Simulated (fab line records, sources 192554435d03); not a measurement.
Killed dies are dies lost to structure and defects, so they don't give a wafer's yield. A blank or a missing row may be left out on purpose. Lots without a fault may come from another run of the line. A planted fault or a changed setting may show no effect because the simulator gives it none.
Chamber matching | flow n5_finfet | N5_BEOL_M7_CURE_75 on uv_cure-02: 3 sister chambers
The step cures SiCOH lowk, time 120 s. 18 wafers are shown with their chamber, then 9 later ones without.

WAFERS WITH THEIR CHAMBER
wafer  | chamber | wafer_temp_C_max | lamp_power_pct (%)
L077.3 | 2       | 371.4            | 52.28
L077.5 | 2       | 371.2            | 52.34
L077.6 | 2       | 371.3            | 52.23
L079.1 | 0       | 372.3            | 52.30
L079.3 | 0       | 372.0            | 52.37
L079.5 | 0       | 372.2            | 52.35
L079.2 | 0       | 371.8            | 52.28
L079.4 | 0       | 371.8            | 52.30
L079.6 | 0       | 372.2            | 52.36
L082.4 | 2       | 371.3            | 52.28
L082.5 | 2       | 371.5            | 52.31
L082.6 | 2       | 371.4            | 52.35
L088.1 | 1       | 372.4            | 52.21
L088.3 | 1       | 372.2            | 52.29
L088.4 | 1       | 372.6            | 52.27
L088.2 | 1       | 372.5            | 52.43
L088.5 | 1       | 372.4            | 52.26
L088.6 | 1       | 371.7            | 52.31

SIGNATURES (means of the wafers above)
reading          | chamber 0 | chamber 1 | chamber 2 | scatter within a chamber
wafer_temp_C_max | 372.050   | 372.300   | 371.350   | 0.232
lamp_power_pct   | 52.3267   | 52.2950   | 52.2983   | 0.0545
Rule: a wafer's distance from a chamber is the root of the sum, over the readings, of the square of ((its reading less the chamber's mean) divided by the reading's scatter). The wafer belongs to the nearest chamber; if the next one is less than 2 further off, it can't be placed. The scatter: the root of (the sum of the squares of (reading less its chamber's mean) over the shown wafers, divided by (wafers less chambers)).

WAFERS WITHOUT THEIR CHAMBER
wafer  | wafer_temp_C_max | lamp_power_pct (%)
L092.1 | 371.8            | 52.39
L092.2 | 371.8            | 52.32
L092.3 | 371.4            | 52.35
L092.4 | 371.5            | 52.38
L092.5 | 371.0            | 52.38
L092.6 | 371.0            | 52.24
L096.3 | 372.0            | 52.35
L096.5 | 372.0            | 52.44
L096.6 | 371.5            | 52.29

WHICH CHAMBER EACH WENT THROUGH
wafer  | from the rows above          | in truth
L092.1 | can't be placed: 0 or 2 or 1 | 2
L092.2 | can't be placed: 0 or 2 or 1 | 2
L092.3 | can't be placed: 2 or 0      | 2
L092.4 | can't be placed: 2 or 0      | 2
L092.5 | 2                            | 2
L092.6 | 2                            | 2
L096.3 | can't be placed: 0 or 1      | 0
L096.5 | can't be placed: 0 or 1 or 2 | 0
L096.6 | can't be placed: 2 or 0      | 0
Placed correctly: 2 of 9. Can't be placed from these rows: 7 (the true chamber is among the candidates in 7). Placed wrongly: 0.
